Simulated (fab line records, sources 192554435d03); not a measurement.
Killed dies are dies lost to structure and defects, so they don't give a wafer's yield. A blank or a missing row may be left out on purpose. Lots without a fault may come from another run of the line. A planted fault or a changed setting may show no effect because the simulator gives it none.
Which tool did it? | flow n5_finfet | 9 lots, 26 wafers sampled, at 5 steps of a route of 1938

WHAT THE GAUGES READ, wafer by wafer
N5_BEOL_M4_RC_MEAS_101.
lot  | measured     | on        | DIBL_N (mV/V)
L325 | day 9 23:16  | prober-02 | 41.4 38.8 39.2
L326 | day 10 03:35 | prober-01 | 36.4 34.6 35.0
L327 | day 10 07:52 | prober-02 | 37.0 36.0 39.7
L331 | day 11 11:53 | prober-02 | 36.6 38.0 30.6
L333 | day 11 18:24 | prober-01 | 36.0 36.6 35.9
L335 | day 12 11:42 | prober-02 | 34.1 37.7 34.2
L336 | day 12 07:01 | prober-02 | 37.8 34.2 38.7
L340 | day 13 18:57 | prober-02 | 36.2 33.7 39.4
L343 | day 14 06:51 | prober-02 | 37.1 34.0

WHICH TOOL RAN EACH LOT (tool, then ch and the chambers of the sampled wafers, then the start)
lot  | N5_MOL_CONTACT_COAG_ETCH_106      | N5_MOL_CONTACT_COAG_ETCH_110      | N5_MOL_CONTACT_COAG_PRE_CLEAN_141 | N5_MOL_CONTACT_COAG_CO_FILL_22
L325 | rie_diel-05 ch 1,2, day 5 23:58   | rie_diel-05 ch 1,2, day 6 00:10   | pvd_sputter-02, day 6 02:44       | cvd_co-02 ch 0,2, day 6 02:55
L326 | rie_diel-05 ch 0,1,2, day 6 07:41 | rie_diel-05 ch 0,1,2, day 6 07:53 | pvd_sputter-01, day 6 09:17       | cvd_co-01 ch 0,1,2, day 6 09:46
L327 | rie_diel-02 ch 1,2,3, day 6 15:05 | rie_diel-02 ch 1,2,3, day 6 15:17 | pvd_sputter-03, day 6 17:00       | cvd_co-01 ch 0,2, day 6 17:11
L331 | rie_diel-01 ch 1,2,3, day 7 13:35 | rie_diel-01 ch 1,2,3, day 7 13:47 | pvd_sputter-03, day 7 17:34       | cvd_co-02 ch 0,1,2, day 7 17:46
L333 | rie_diel-01 ch 1,2,3, day 8 01:15 | rie_diel-01 ch 1,2,3, day 8 01:27 | pvd_sputter-03, day 8 04:50       | cvd_co-01 ch 1,2, day 8 05:01
L335 | rie_diel-02 ch 0,3, day 8 13:17   | rie_diel-02 ch 0,3, day 8 13:29   | pvd_sputter-02, day 8 16:49       | cvd_co-02 ch 0,1,2, day 8 16:59
L336 | rie_diel-02 ch 0,2,3, day 8 21:37 | rie_diel-02 ch 0,2,3, day 8 21:49 | pvd_sputter-03, day 9 00:31       | cvd_co-01 ch 0,1,2, day 9 00:41
L340 | rie_diel-02 ch 0,3, day 9 17:36   | rie_diel-02 ch 0,3, day 9 17:47   | pvd_sputter-02, day 9 19:29       | cvd_co-01 ch 0,2, day 9 19:58
L343 | rie_diel-05 ch 0,1, day 10 14:19  | rie_diel-05 ch 0,1, day 10 14:30  | pvd_sputter-03, day 10 17:55      | cvd_co-02 ch 0,1, day 10 18:05
- N5_MOL_CONTACT_COAG_ETCH_106: etches SOC in N2/H2, target depth 80 nm, overetch 16 nm, time 120 s.
- N5_MOL_CONTACT_COAG_ETCH_110: etches Si in CF4/O2, target depth 2.5 nm, time 8 s.
- N5_MOL_CONTACT_COAG_PRE_CLEAN_141: time 60 s.
- N5_MOL_CONTACT_COAG_CO_FILL_22: material Co, precursor CCTBA/H2, target thk 20 nm.

THE ANSWER, worked out from the rows above alone
Rule: what is usual is taken from the lots themselves. Put in order of their means at a reading, lots are off if they are a third of the lots or fewer, leave a main group of 4 or more, and stand apart from it by a gap of 3 or more times the standard deviation of the main group's means; of several such gaps the widest counts. A main group whose means are all the same, to the digits that the tables above print for the reading, isn't used. A lot without any number at a reading at which 4 lots or more have one is off too. The other lots that the step has rows for count as sound.
No lot is off at any reading shown: from this, nothing can be told.

WHAT THE SIMULATOR HAD PUT IN
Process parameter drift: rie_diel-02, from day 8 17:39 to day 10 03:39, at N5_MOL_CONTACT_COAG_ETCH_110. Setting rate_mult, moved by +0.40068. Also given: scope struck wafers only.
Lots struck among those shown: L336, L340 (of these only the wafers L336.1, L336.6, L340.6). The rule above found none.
